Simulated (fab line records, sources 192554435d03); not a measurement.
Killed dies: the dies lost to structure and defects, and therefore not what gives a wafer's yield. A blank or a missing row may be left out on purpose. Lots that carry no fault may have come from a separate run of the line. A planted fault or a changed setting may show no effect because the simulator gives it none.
Which tool was responsible? ; flow n5Finfet ; 37 wafers from 13 lots sampled at 4 of the route's 1938 steps

## WHAT THE GAUGES READ, wafer by wafer
N5_BEOL_M8_RS_MEAS_57: uses a four-point probe to measure.
lot;measured;on;M8_RS (ohm/sq)
L180;day 10 17:38;filmMetro-01;0.280 0.276 0.284
L179;day 11 05:11;filmMetro-01;0.278 0.297
L181;day 11 06:43;filmMetro-02;0.271 0.263 0.288
L186;day 12 10:28;filmMetro-02;0.288 0.291 0.280
L185;day 12 17:06;filmMetro-01;0.288 0.303 0.282
L187;day 13 21:36;filmMetro-02;0.307 0.288 0.289
L190;day 13 21:55;filmMetro-01;0.267 0.281 0.287
L193;day 14 18:44;filmMetro-02;0.280 0.271
L195;day 15 01:59;filmMetro-01;0.285 0.287 0.289
L194;day 15 02:07;filmMetro-01;0.274 0.273 0.274
L198;day 15 14:16;filmMetro-01;0.272 0.264 0.273
L197;day 15 15:37;filmMetro-02;0.278 0.283 0.276
L199;day 16 08:01;filmMetro-01;0.290 0.279 0.302

N5_BEOL_M9_INSPECT_13: inspects for defects (brightfield).
lot;measured;on;rawDefectCount
L180;day 10 19:30;defectInspect-02;344 425 382
L179;day 11 06:56;defectInspect-02;283 416
L181;day 11 08:53;defectInspect-01;328 260 379
L186;day 12 14:42;defectInspect-02;422 315 324
L185;day 12 20:22;defectInspect-02;484 332 489
L187;day 14 01:37;defectInspect-02;464 342 461
L190;day 14 01:46;defectInspect-02;441 364 429
L193;day 14 20:40;defectInspect-02;394 518
L195;day 15 03:34;defectInspect-02;358 430 446
L194;day 15 04:30;defectInspect-02;522 629 478
L198;day 15 17:11;defectInspect-02;466 461 390
L197;day 15 17:50;defectInspect-02;448 446 466
L199;day 16 10:59;defectInspect-02;444 510 700

## WHAT TOOL EACH LOT RAN ON (gives the tool, then ch and the chambers of the sampled wafers, and finally the start)
lot;N5_BEOL_M8_DEP_56;N5_BEOL_M9_COAT_05
L180;pecvd-04 ch 0,2, day 10 17:34;lithoTrack-05 ch 0, day 10 19:05
L179;pecvd-04 ch 0,2, day 11 05:08;lithoTrack-04 ch 0, day 11 06:31
L181;pecvd-03 ch 0,1,2, day 11 06:38;lithoTrack-02 ch 0, day 11 08:28
L186;pecvd-03 ch 0,2, day 12 10:23;lithoTrack-05 ch 0, day 12 14:25
L185;pecvd-03 ch 1,2, day 12 17:02;lithoTrack-04 ch 0, day 12 20:05
L187;pecvd-02 ch 0,1,2, day 13 21:32;lithoTrack-04 ch 0, day 14 01:10
L190;pecvd-03 ch 0,2, day 13 21:51;lithoTrack-02 ch 0, day 14 01:20
L193;pecvd-04 ch 1,2, day 14 18:40;lithoTrack-05 ch 0, day 14 20:15
L195;pecvd-04 ch 0,1, day 15 01:55;lithoTrack-05 ch 0, day 15 03:16
L194;pecvd-02 ch 0,1, day 15 02:03;lithoTrack-05 ch 0, day 15 04:01
L198;pecvd-02 ch 1,2, day 15 14:12;lithoTrack-04 ch 0, day 15 16:46
L197;pecvd-04 ch 1, day 15 15:32;lithoTrack-04 ch 0, day 15 17:25
L199;pecvd-04 ch 1,2, day 16 07:56;lithoTrack-04 ch 0, day 16 10:33
- N5_BEOL_M8_DEP_56: deposits SiCN from 3MS/NH3, target thk 10 nm, time 17.5 s.
- N5_BEOL_M9_COAT_05: resist thk 90 nm.

## WHAT THE TOOLS THEMSELVES READ (means of the sampled wafers that have a number; where no wafer has one, the mark that the record gives instead)
N5_BEOL_M8_DEP_56.
lot;tool;showerheadPlenumPTorr (Torr);throttleValvePct (%)
L180;pecvd-04;3.667;8.8
L179;pecvd-04;3.663;8.7
L181;pecvd-03;3.656;9.3
L186;pecvd-03;3.657;8.9
L185;pecvd-03;3.653;9.2
L187;pecvd-02;3.659;8.7
L190;pecvd-03;3.664;9.3
L193;pecvd-04;3.675;9.2
L195;pecvd-04;3.645;9.0
L194;pecvd-02;3.653;8.7
L198;pecvd-02;3.661;8.7
L197;pecvd-04;3.655;9.5
L199;pecvd-04;3.665;9.4

N5_BEOL_M9_COAT_05.
lot;tool;spinSpeedRpm (rpm)
L180;lithoTrack-05;1500.4
L179;lithoTrack-04;1500.1
L181;lithoTrack-02;1500.4
L186;lithoTrack-05;1500.3
L185;lithoTrack-04;1500.1
L187;lithoTrack-04;1501.5
L190;lithoTrack-02;1500.9
L193;lithoTrack-05;1570.2
L195;lithoTrack-05;1571.9
L194;lithoTrack-05;1570.1
L198;lithoTrack-04;1500.0
L197;lithoTrack-04;1500.7
L199;lithoTrack-04;1499.3

## THE ANSWER, worked out from the rows above alone
Rule: the usual values come from the lots themselves. Put in order of their means at a reading, lots are off if they are a third of the lots or fewer, leave a main group of 4 or more, and stand apart from it by a gap of 3 or more times the standard deviation of the main group's means; of several such gaps the widest counts. If all means in a main group match to the digits the tables above print for the reading, that group is not used. A lot without any number at a reading at which 4 lots or more have one is off too. All remaining lots with rows at the step are treated as sound. The gauges are gone through in route order, then the tools' own readings, and for those a lot's mean is taken as printed above. At the first step where some lot is off, the reading lying furthest off is the one used; lots without a number count as furthest.
Off at N5_BEOL_M9_COAT_05 (spinSpeedRpm): L193, L195, L194. The main group: mean 1500.4 rpm, standard deviation 0.56.
A tool fits if, at that step or a process step before it, it ran every lot that is off, and no sound lot after the first of them. One candidate fits, namely lithoTrack-05 at N5_BEOL_M9_COAT_05. Its last sound lot is L186 (day 12 14:25), its first lot that is off L193 (day 14 20:15): a fault that began between those two fits.
The tool's own readings at N5_BEOL_M9_COAT_05 bear it out: on the lots that are off they differ by more than 5 times the standard deviation of the sound lots' means. spinSpeedRpm reads 1570.7 rpm there against 1500.4 rpm on the sound lots.

## WHAT THE SIMULATOR HAD PUT IN
Process parameters drifting: lithoTrack-05 at N5_BEOL_M9_COAT_05, beginning at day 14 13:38. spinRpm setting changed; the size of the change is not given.
Shown lots that were struck: L193, L195, L194. The rule above reached the same finding.
